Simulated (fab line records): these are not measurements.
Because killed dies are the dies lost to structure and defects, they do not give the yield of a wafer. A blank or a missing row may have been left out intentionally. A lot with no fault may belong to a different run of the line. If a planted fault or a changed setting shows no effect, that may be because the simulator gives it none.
fab line records + flow nand-harc
record
- lots=12
- wafers=36
- last-day=25
route steps=1159 shown P_CONTACT@247 P_M0@264 END@1159
lots with no fault: from the same line, run without faults
start-h: hours from the record's first day to the start of the lot's first wafer shown + wait-h: hours from the lot's prior step to this one + " the same as in the row above + L1.1+2: a row that stands for several wafers + - either no value or no given start + * or withheld: withheld + < > ~ a bound
route shown NAME@n: names a module that has steps shown in the file, with the first one's number in the route + usual: mean/standard deviation of fault-free wafers + same: alike in all rows + chamber/n: place in a boat + sites: readings site by site + _std_site: standard deviation across them + _edge_site: outer sites' mean less inner sites' + radius-mm: for every site, how far away it sits from the centre of the wafer + mask NAME#n: copy n + behind: tool/chamber where the wafer was last shaped + hold: reason for holding the lot/hours on hold/outcome of the hold + device: the n, p or np transistor that did not switch + end of line: tests of these same wafers at the route's end + a step with no rows: only its recipe + killed: the dies lost at the first sort to structure and to defects; this is not the yield of the wafer + map: per-die view of a wafer (x killed, . not killed, _ where there is no die)
set.NAME: the run value of the setting; set.NAME@STEP: its run value at that earlier step + model.NAME: the simulator's own value behind a step, which no gauge read
route steps across a sampled set of lots; one table per step, one row per wafer
services: from which hour (start-h, from the record's first day; less than 0 if before it) a tool's chamber was out of use, for how many hours, and why
## steps
# step NHARC_P_CONTACT_ALD_22
# recipe
- target-thk-a=30
- pulse-time-s=1
- ald-cycles=150
- temp-c=450
- material=TiN
# usual
- heater-power-w=1097/98
- precursor-pulse-height-rel=1.001/0.02
| lot.wafer | tool         | chamber | start-h | wait-h | heater-power-w | precursor-pulse-height-rel |
|-----------|--------------|---------|---------|--------|----------------|----------------------------|
| L846.2    | ald-metal-02 | 3       | 114.44  | -      | 1087           | 0.969                      |
| L846.1    | "            | 0       | "       | "      | 1101           | 1.029                      |
| L846.5    | "            | 1       | "       | "      | 1243           | 0.978                      |
| L847.4    | ald-metal-01 | 2       | 115.48  | -      | 1122           | 1.000                      |
| L847.1    | "            | 3       | "       | "      | 991            | 0.965                      |
| L847.6    | "            | 0       | "       | "      | 911            | 0.986                      |
| L851.4    | ald-metal-03 | 0       | 135.22  | -      | 1197           | 1.029                      |
| L851.1    | "            | 1       | "       | "      | 1102           | 0.970                      |
| L851.5    | "            | 2       | "       | "      | 1178           | 0.996                      |
| L855.1    | ald-metal-02 | 1       | 164.30  | -      | 1216           | 1.032                      |
| L855.2    | "            | 2       | "       | "      | 1184           | 0.991                      |
| L855.4    | "            | 0       | "       | "      | 1127           | 1.027                      |
| L857.1    | ald-metal-01 | 2       | 175.38  | -      | 1117           | 1.004                      |
| L857.4    | "            | 3       | "       | "      | 980            | 1.006                      |
| L857.5    | "            | 1       | "       | "      | 989            | 1.037                      |
| L860.3    | ald-metal-03 | 1       | 191.99  | -      | 1201           | 1.005                      |
| L860.1    | "            | 3       | "       | "      | 1060           | 1.025                      |
| L860.5    | "            | 0       | "       | "      | 1123           | 0.992                      |
| L859.1    | ald-metal-01 | 0       | 193.87  | -      | 922            | 0.991                      |
| L859.6    | "            | 1       | "       | "      | 994            | 1.001                      |
| L859.5    | "            | 2       | "       | "      | 1119           | 0.978                      |
| L863.4    | ald-metal-01 | 2       | 216.08  | -      | 1126           | 1.002                      |
| L863.5    | "            | 1       | "       | "      | 997            | 0.974                      |
| L863.6    | "            | 2       | "       | "      | 1115           | 0.988                      |
| L866.4    | ald-metal-02 | 0       | 230.00  | -      | 1121           | 1.003                      |
| L866.2    | "            | 2       | "       | "      | 1217           | 0.994                      |
| L866.5    | "            | 3       | "       | "      | 1168           | 1.011                      |
| L867.3    | ald-metal-02 | 2       | 236.95  | -      | 1222           | 1.018                      |
| L867.5    | "            | 0       | "       | "      | 1095           | 0.984                      |
| L867.6    | "            | 1       | "       | "      | 1209           | 1.052                      |
| L868.1    | ald-metal-03 | 1       | 245.31  | -      | 1205           | 0.980                      |
| L868.3    | "            | 2       | "       | "      | 1139           | 1.026                      |
| L868.2    | "            | 3       | "       | "      | 1020           | 1.026                      |
| L869.3    | ald-metal-02 | 1       | 245.69  | -      | 1221           | 1.003                      |
| L869.4    | "            | 2       | "       | "      | 1217           | 0.992                      |
| L869.6    | "            | 0       | "       | "      | 1115           | 0.999                      |
# step NHARC_P_M0_OVL_MEAS_10
# recipe
- pitch-nm=180
# usual
- overlay-x-nm=0.1/0.97
- overlay-y-nm=-0.1/0.74
| lot.wafer | tool       | chamber | start-h | wait-h | overlay-x-nm | overlay-y-nm |
|-----------|------------|---------|---------|--------|--------------|--------------|
| L846.1    | overlay-02 | -       | 125.27  | -      | 0.5          | -0.1         |
| L846.2    | "          | -       | "       | "      | 0.6          | 0.2          |
| L846.5    | "          | -       | "       | "      | 0.9          | -0.2         |
| L847.1    | overlay-01 | -       | 125.76  | -      | 0.2          | -0.5         |
| L847.4    | "          | -       | "       | "      | -0.2         | -0.9         |
| L847.6    | "          | -       | "       | "      | -0.6         | -1.3         |
| L851.1    | overlay-01 | -       | 140.29  | -      | -0.5         | -0.4         |
| L851.4    | "          | -       | "       | "      | -0.5         | 0.2          |
| L851.5    | "          | -       | "       | "      | -0.3         | -0.2         |
| L855.1    | overlay-02 | -       | 171.26  | -      | 0.2          | -0.3         |
| L855.2    | "          | -       | "       | "      | 0.5          | -0.9         |
| L855.4    | "          | -       | "       | "      | 0.4          | -0.1         |
| L857.1    | overlay-02 | -       | 177.58  | -      | -0.5         | 0.0          |
| L857.4    | "          | -       | "       | "      | -0.6         | -0.2         |
| L857.5    | "          | -       | "       | "      | -0.8         | -0.3         |
| L860.1    | overlay-02 | -       | 194.26  | -      | -0.7         | 1.3          |
| L860.3    | "          | -       | "       | "      | -1.0         | 0.9          |
| L860.5    | "          | -       | "       | "      | -0.3         | 1.2          |
| L859.1    | overlay-01 | -       | 195.94  | -      | 2.0          | -1.2         |
| L859.5    | "          | -       | "       | "      | 2.1          | -1.7         |
| L859.6    | "          | -       | "       | "      | 2.1          | -1.5         |
| L863.4    | overlay-01 | -       | 220.21  | -      | -0.6         | -0.3         |
| L863.5    | "          | -       | "       | "      | -0.9         | 0.3          |
| L863.6    | "          | -       | "       | "      | -0.3         | -0.5         |
| L866.2    | overlay-02 | -       | 232.15  | -      | 0.8          | 0.3          |
| L866.4    | "          | -       | "       | "      | 1.0          | -0.5         |
| L866.5    | "          | -       | "       | "      | 1.0          | 0.1          |
| L867.3    | overlay-02 | -       | 245.67  | -      | 0.8          | -0.9         |
| L867.5    | "          | -       | "       | "      | 1.4          | -0.2         |
| L867.6    | "          | -       | "       | "      | 1.5          | -0.8         |
| L868.1    | overlay-01 | -       | 247.56  | -      | 0.4          | -0.5         |
| L868.2    | "          | -       | "       | "      | 0.5          | -1.7         |
| L868.3    | "          | -       | "       | "      | 0.6          | -0.7         |
| L869.3    | overlay-01 | -       | 247.92  | -      | 0.8          | -0.5         |
| L869.4    | "          | -       | "       | "      | -0.1         | -0.2         |
| L869.6    | "          | -       | "       | "      | 0.3          | 0.0          |
# step NHARC_P_M0_ECD_22
# recipe
- target-thk-a=4000
- bath-temp-c=25
- material=Cu
| lot.wafer  | tool      | chamber | start-h | wait-h |
|------------|-----------|---------|---------|--------|
| L846.2+1+5 | ecd-cu-01 | 0,1,1   | 126.66  | -      |
| L847.1+4+6 | ecd-cu-01 | 1,0,0   | 127.13  | -      |
| L851.1+4+5 | ecd-cu-01 | 0       | 142.00  | -      |
| L855.1+2+4 | ecd-cu-02 | 1,0,0   | 172.65  | -      |
| L857.1+4+5 | ecd-cu-02 | 1,0,0   | 178.95  | -      |
| L860.1+3+5 | ecd-cu-01 | 0,1,0   | 195.71  | -      |
| L859.1+6+5 | ecd-cu-01 | 0,1,0   | 197.37  | -      |
| L863.4+6+5 | ecd-cu-01 | 1,1,0   | 221.72  | -      |
| L866.2+4+5 | ecd-cu-01 | 1,1,0   | 233.55  | -      |
| L867.3+6+5 | ecd-cu-02 | 1,1,0   | 247.14  | -      |
| L868.2+1+3 | ecd-cu-02 | 1,0,1   | 248.94  | -      |
| L869.4+3+6 | ecd-cu-01 | 0,1,1   | 249.39  | -      |
# step NHARC_P_M0_CMP_23
# recipe
- t-overpolish-s=20
- target-thk-nm=117.53
# usual
- edge-zone-pressure-frac=1.001/0.0053
- motor-current-A=12.3/1.2
- pad-life-wafers=257/150
- time-to-endpoint-s=28.0/2.4
| lot.wafer | tool   | chamber | start-h | wait-h | edge-zone-pressure-frac | motor-current-A | pad-life-wafers | time-to-endpoint-s |
|-----------|--------|---------|---------|--------|-------------------------|-----------------|-----------------|--------------------|
| L846.2    | cmp-01 | 0       | 127.44  | -      | 1.007                   | 12.5            | 194             | 30.2               |
| L846.1    | "      | 1       | "       | "      | 1.001                   | 12.1            | 195             | 24.1               |
| L846.5    | "      | 2       | "       | "      | 1.000                   | 12.7            | -               | 25.8               |
| L847.4    | cmp-04 | 0       | 128.04  | -      | 1.002                   | 11.1            | 121             | 27.5               |
| L847.1    | "      | 2       | "       | "      | 0.993                   | 11.8            | 123             | 28.0               |
| L847.6    | "      | 3       | "       | "      | 1.005                   | 14.4            | -               | 25.2               |
| L851.4    | cmp-03 | 1       | 142.68  | -      | 0.992                   | 13.0            | 420             | 24.4               |
| L851.1    | "      | 2       | "       | "      | 0.996                   | 11.2            | 421             | 27.9               |
| L851.5    | "      | 2       | "       | "      | 1.001                   | 11.7            | -               | 26.9               |
| L855.4    | cmp-03 | 1       | 173.38  | -      | 0.998                   | 12.3            | 60              | 7.9                |
| L855.2    | "      | 2       | "       | "      | 1.001                   | 11.5            | 61              | 7.4                |
| L855.1    | "      | 0       | "       | "      | 1.000                   | 11.4            | 63              | 8.4                |
| L857.1    | cmp-03 | 3       | 179.71  | -      | 1.008                   | 14.1            | 91              | 10.1               |
| L857.4    | "      | 0       | "       | "      | 1.003                   | 11.6            | 92              | 10.3               |
| L857.5    | "      | 2       | "       | "      | 1.000                   | 11.6            | -               | 8.4                |
| L860.3    | cmp-03 | 2       | 196.41  | -      | 0.996                   | 11.8            | 229             | 29.1               |
| L860.1    | "      | 3       | "       | "      | 1.001                   | 14.1            | 230             | 29.2               |
| L860.5    | "      | 2       | "       | "      | 1.010                   | 12.0            | -               | 29.1               |
| L859.1    | cmp-04 | 2       | 198.07  | -      | 0.985                   | 12.5            | 510             | 29.6               |
| L859.6    | "      | 2       | "       | "      | 0.989                   | 11.3            | -               | 28.1               |
| L859.5    | "      | 3       | "       | "      | 0.998                   | 13.5            | -               | 29.1               |
| L863.4    | cmp-01 | 0       | 222.41  | -      | 0.997                   | 12.5            | 224             | 34.0               |
| L863.5    | "      | 2       | "       | "      | 0.991                   | 12.6            | -               | 28.2               |
| L863.6    | "      | 3       | "       | "      | 1.003                   | 10.1            | -               | 28.7               |
| L866.2    | cmp-04 | 3       | 234.27  | -      | 1.006                   | 14.5            | 222             | 26.7               |
| L866.4    | "      | 2       | "       | "      | 1.005                   | 12.6            | 225             | 26.5               |
| L866.5    | "      | 0       | "       | "      | 0.998                   | 11.3            | -               | 25.5               |
| L867.3    | cmp-01 | 2       | 247.82  | -      | 1.003                   | 12.4            | 398             | 26.5               |
| L867.6    | "      | 0       | "       | "      | 1.001                   | 12.7            | -               | 28.8               |
| L867.5    | "      | 1       | "       | "      | 1.003                   | 11.7            | -               | 21.6               |
| L868.3    | cmp-03 | 1       | 249.66  | -      | 0.998                   | 12.5            | 510             | 25.8               |
| L868.2    | "      | 2       | "       | "      | 1.006                   | 11.6            | 511             | 26.8               |
| L868.1    | "      | 0       | "       | "      | 1.007                   | 12.6            | 513             | 28.6               |
| L869.4    | cmp-04 | 0       | 250.11  | -      | 1.006                   | 11.3            | 302             | 29.1               |
| L869.3    | "      | 1       | "       | "      | 1.002                   | 13.4            | 303             | 27.9               |
| L869.6    | "      | 3       | "       | "      | 1.005                   | 14.4            | -               | 29.4               |
# step NHARC_P_M0_PRE_CLEAN_31
# recipe
- time-s=12
- temp-c=370
- rf-power-w=300
- gas=NH3
# usual
- heater-power-w=637/82
| lot.wafer | tool     | chamber | start-h | wait-h | heater-power-w |
|-----------|----------|---------|---------|--------|----------------|
| L846.1    | pecvd-02 | 1       | 127.94  | 0.1    | 486            |
| L846.2    | "        | 2       | "       | "      | 692            |
| L846.5    | "        | 1       | "       | "      | 506            |
| L847.1    | pecvd-03 | 1       | 128.55  | 0.1    | 661            |
| L847.6    | "        | 1       | "       | "      | 683            |
| L847.4    | "        | 0       | "       | "      | 520            |
| L851.1    | pecvd-03 | 1       | 143.31  | 0.2    | 667            |
| L851.4    | "        | 1       | "       | "      | 673            |
| L851.5    | "        | 2       | "       | "      | 606            |
| L855.1    | pecvd-02 | 0       | 173.94  | 0.1    | 778            |
| L855.2    | "        | 1       | "       | "      | 481            |
| L855.4    | "        | 2       | "       | "      | 708            |
| L857.1    | pecvd-04 | 2       | 180.23  | 0.1    | 731            |
| L857.5    | "        | 1       | "       | "      | 586            |
| L857.4    | "        | 2       | "       | "      | 760            |
| L860.1    | pecvd-02 | 2       | 196.92  | 0.1    | 733            |
| L860.3    | "        | 1       | "       | "      | 582            |
| L860.5    | "        | 1       | "       | "      | 561            |
| L859.1    | pecvd-03 | 2       | 198.70  | 0.2    | 662            |
| L859.5    | "        | 0       | "       | "      | 494            |
| L859.6    | "        | 2       | "       | "      | 676            |
| L863.4    | pecvd-02 | 0       | 222.93  | 0.1    | 770            |
| L863.6    | "        | 1       | "       | "      | 560            |
| L863.5    | "        | 2       | "       | "      | 733            |
| L866.2    | pecvd-03 | 2       | 234.88  | 0.1    | 625            |
| L866.5    | "        | 2       | "       | "      | 624            |
| L866.4    | "        | 0       | "       | "      | 584            |
| L867.3    | pecvd-03 | 1       | 248.36  | 0.1    | 672            |
| L867.5    | "        | 2       | "       | "      | 636            |
| L867.6    | "        | 0       | "       | "      | 581            |
| L868.2    | pecvd-02 | 2       | 250.22  | 0.1    | 741            |
| L868.3    | "        | 0       | "       | "      | 672            |
| L868.1    | "        | 1       | "       | "      | 486            |
| L869.3    | pecvd-04 | 2       | 250.67  | 0.1    | 732            |
| L869.4    | "        | 2       | "       | "      | 719            |
| L869.6    | "        | 0       | "       | "      | 663            |
# step NHARC_END_SORT_01
# recipe
- temp-c=25
# usual
- defect-limited-yield=95.3/1.7
- killed-at-array=28/11
- killed-at-other=0.8/1.1
- killed-at-periphery=3.3/2.8
- killed-dies=32/11
- killed-open=3.3/1.9
- killed-short=1.9/1.4
- sort_bin_2_pct=1.4/0.68
- sort_bin_3_pct=0.25/0.24
- sort_bin_4_pct=3.0/1.1
- sort-n-pass=645/11
- sort-rim-yield-pct=95.3/2.5
- sort-yield-pct=95.3/1.7
# same
- gross-dies=677
- sort_bin_5_pct[%]=0
- sort_bin_6_pct[%]=0
- sort_bin_7_pct[%]=0
- sort_bin_8_pct[%]=0
- sort-rim-n-gross=106.00
| lot.wafer | tool      | chamber | start-h | wait-h | defect-limited-yield[%] | killed-at-array | killed-at-other | killed-at-periphery | killed-dies | killed-open | killed-short | sort_bin_2_pct[%] | sort_bin_3_pct[%] | sort_bin_4_pct[%] | sort-n-pass | sort-rim-yield-pct[%] | sort-yield-pct[%] |
|-----------|-----------|---------|---------|--------|-------------------------|-----------------|-----------------|---------------------|-------------|-------------|--------------|-------------------|-------------------|-------------------|-------------|-----------------------|-------------------|
| L855.1    | prober-01 | 0       | 502.46  | 2.5    | 0.4                     | 29              | 0               | 645                 | 674         | 8           | 0            | 95.9              | 0.30              | 3.4               | 3           | 1.9                   | 0.4               |
| L855.2    | prober-01 | 0       | 503.26  | 2.8    | 0.3                     | 41              | 0               | 634                 | 675         | 4           | 0            | 95.9              | 0.44              | 3.4               | 2           | 0.9                   | 0.3               |
| L855.4    | prober-01 | 0       | 504.86  | 3.4    | 0.9                     | 38              | 1               | 632                 | 671         | 3           | 0            | 95.3              | 0.15              | 3.7               | 6           | 0.9                   | 0.9               |
| L857.1    | prober-01 | 0       | 510.22  | 2.5    | 0.3                     | 27              | 1               | 647                 | 675         | 6           | 3            | 96.8              | 0.15              | 2.8               | 2           | 0.9                   | 0.3               |
| L857.4    | prober-01 | 0       | 512.60  | 3.4    | 0.4                     | 30              | 0               | 644                 | 674         | 2           | 7            | 96.3              | 0.15              | 3.1               | 3           | 0                     | 0.4               |
| L857.5    | prober-01 | 0       | 513.39  | 3.7    | 0.4                     | 31              | 0               | 643                 | 674         | 5           | 1            | 95.9              | 0.44              | 3.2               | 3           | 0                     | 0.4               |
| L859.1    | prober-01 | 0       | 518.07  | 2.6    | 94.2                    | 37              | 0               | 2                   | 39          | 2           | 5            | 1.9               | 0.30              | 3.5               | 638         | 95.3                  | 94.2              |
| L859.5    | prober-01 | 0       | 521.28  | 3.7    | 92.9                    | 39              | 0               | 9                   | 48          | 3           | 3            | 2.1               | 0.15              | 4.9               | 629         | 96.2                  | 92.9              |
| L859.6    | prober-01 | 0       | 522.09  | 4.0    | 93.8                    | 36              | 0               | 6                   | 42          | 2           | 3            | 1.5               | 0.59              | 4.1               | 635         | 95.3                  | 93.8              |
# killed by level:class
L855.1 P_M0:area-ecd=639 A_CHANNEL_HOLE_D1:chamber-film-flake=13 A_SLIT:chamber-film-flake=8 A_ZERO_WELL:chamber-film-flake=3 P_M0:geometric-particle:open=2 A_STAIRCASE:chamber-film-flake=2 P_GATE:geometric-particle:open=1 P_CONTACT:geometric-particle:open=1
L855.2 P_M0:area-ecd=634 A_CHANNEL_HOLE_D1:chamber-film-flake=16 A_SLIT:chamber-film-flake=9 A_STAIRCASE:chamber-film-flake=6 A_ZERO_WELL:chamber-film-flake=3 A_CONTACT:chamber-film-flake=3 A_SGD_CUT:geometric-particle:open=1 A_WL_FILL:geometric-particle:open=1
L855.4 P_M0:area-ecd=631 A_CHANNEL_HOLE_D1:chamber-film-flake=17 A_STAIRCASE:chamber-film-flake=8 A_SLIT:chamber-film-flake=7 A_CONTACT:chamber-film-flake=2 A_CONTACT:geometric-particle:open=1 A_BLC:geometric-particle:open=1 A_M1:geometric-particle:open=1
L857.1 P_M0:area-ecd=644 A_SLIT:chamber-film-flake=9 A_STAIRCASE:chamber-film-flake=6 A_WL_FILL:chamber-film-flake=4 P_CONTACT:geometric-particle:open=2 A_CHANNEL_FILL_D1:geometric-particle:short=2 A_CONTACT:geometric-particle:open=2 A_CONTACT:chamber-film-flake=2
L857.4 P_M0:area-ecd=643 A_SLIT:chamber-film-flake=10 A_ONON_D1:geometric-particle:short=4 A_CHANNEL_HOLE_D1:chamber-film-flake=3 A_SGD_CUT:chamber-film-flake=3 A_WL_FILL:chamber-film-flake=3 A_WL_FILL:geometric-particle:short=2 A_CHANNEL_FILL_D1:geometric-particle:open=1
L857.5 P_M0:area-ecd=640 A_SLIT:chamber-film-flake=15 A_STAIRCASE:chamber-film-flake=4 A_CHANNEL_HOLE_D1:chamber-film-flake=3 A_CONTACT:chamber-film-flake=3 P_M0:geometric-particle:open=2 A_CONTACT:geometric-particle:open=2 A_WL_FILL:chamber-film-flake=2
L859.1 A_CHANNEL_HOLE_D1:chamber-film-flake=21 A_SLIT:chamber-film-flake=11 A_ONON_D1:geometric-particle:short=3 P_CONTACT:geometric-particle:open=1 P_M1:geometric-particle:open=1 A_CHANNEL_HOLE_D1:geometric-particle:short=1 A_WL_FILL:geometric-particle:short=1
L859.5 A_CHANNEL_HOLE_D1:chamber-film-flake=25 P_ZERO_WELL:chamber-film-flake=5 A_SLIT:chamber-film-flake=5 A_STAIRCASE:chamber-film-flake=3 A_CONTACT:geometric-particle:open=2 P_STI:chamber-film-flake=2 P_M0:geometric-particle:open=1 A_SOURCE_PLATE:geometric-particle:short=1
L859.6 A_CHANNEL_HOLE_D1:chamber-film-flake=15 A_SLIT:chamber-film-flake=10 A_STAIRCASE:chamber-film-flake=4 P_M1:chamber-film-flake=3 A_CONTACT:geometric-particle:open=2 P_ZERO_WELL:chamber-film-flake=2 A_CHANNEL_FILL_D1:chamber-film-flake=2 A_WL_FILL:geometric-particle:short=1
## services
| tool         | chamber | start-h | hours | kind   |
|--------------|---------|---------|-------|--------|
| ecd-cu-01    | -       | 96.00   | 8.0   | pm     |
| cmp-04       | -       | 96.36   | 4.5   | repair |
| ald-metal-01 | -       | 102.00  | 10.0  | pm     |
| cmp-04       | -       | 105.11  | 4.0   | pm     |
| pecvd-03     | -       | 111.48  | 13.0  | pm     |
| cmp-01       | -       | 117.07  | 3.2   | repair |
| pecvd-02     | -       | 123.22  | 0.9   | repair |
| cmp-04       | -       | 130.05  | 0.6   | repair |
| cmp-01       | -       | 133.97  | 3.2   | repair |
| cmp-01       | -       | 140.08  | 0.4   | repair |
| ald-metal-02 | 3       | 142.55  | 2.6   | repair |
| cmp-04       | -       | 151.76  | 1.1   | repair |
| pecvd-02     | -       | 153.33  | 13.0  | pm     |
| cmp-04       | -       | 154.51  | 0.9   | repair |
| cmp-03       | -       | 156.93  | 4.0   | pm     |
| cmp-04       | -       | 159.14  | 1.7   | repair |
| ald-metal-02 | -       | 172.44  | 0.8   | repair |
| pecvd-02     | -       | 178.66  | 1.9   | repair |
| ecd-cu-02    | -       | 181.83  | 8.0   | pm     |
| ald-metal-02 | -       | 186.00  | 10.0  | pm     |
| pecvd-02     | 1       | 197.67  | 1.8   | repair |
| cmp-04       | -       | 203.11  | 4.0   | pm     |
| ald-metal-02 | -       | 208.53  | 1.0   | repair |
| pecvd-03     | -       | 233.74  | 1.1   | repair |
## key
first-sign
- step=NHARC_P_M0_CMP_23
- reading=time-to-endpoint-s
- direction=down
- sigmas=8.1
- usual=*
- struck=*
effect
- step=NHARC_END_SORT_01
- reading=killed-at-periphery
- direction=up
- sigmas=99+
- usual=3.3
- struck=640.8
more-kills-born-at
- NHARC_P_M0_ECD_22@ecd-cu-02=3831
met-at NHARC_P_M0_ECD_22
struck-lots L855,L857
later-rows-left-out L855.1,L855.2,L855.4,L857.1,L857.4,L857.5
not-acting-at NHARC_P_CONTACT_ALD_22,NHARC_P_M0_OVL_MEAS_10,NHARC_P_M0_PRE_CLEAN_31
fault
- kind=process-parameter-drift
- tool=ecd-cu-02
- chamber=-
- onset-h=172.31
- steps=NHARC_P_M0_ECD_22
- channel=target-thk-a
- offset=*
- shape=step
- end-h=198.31
- acts-in=*
- stated=*
# later-rows-left-out: the simulator's readings of these wafers behind a module that went badly wrong aren't trusted and aren't shown, but for the sort
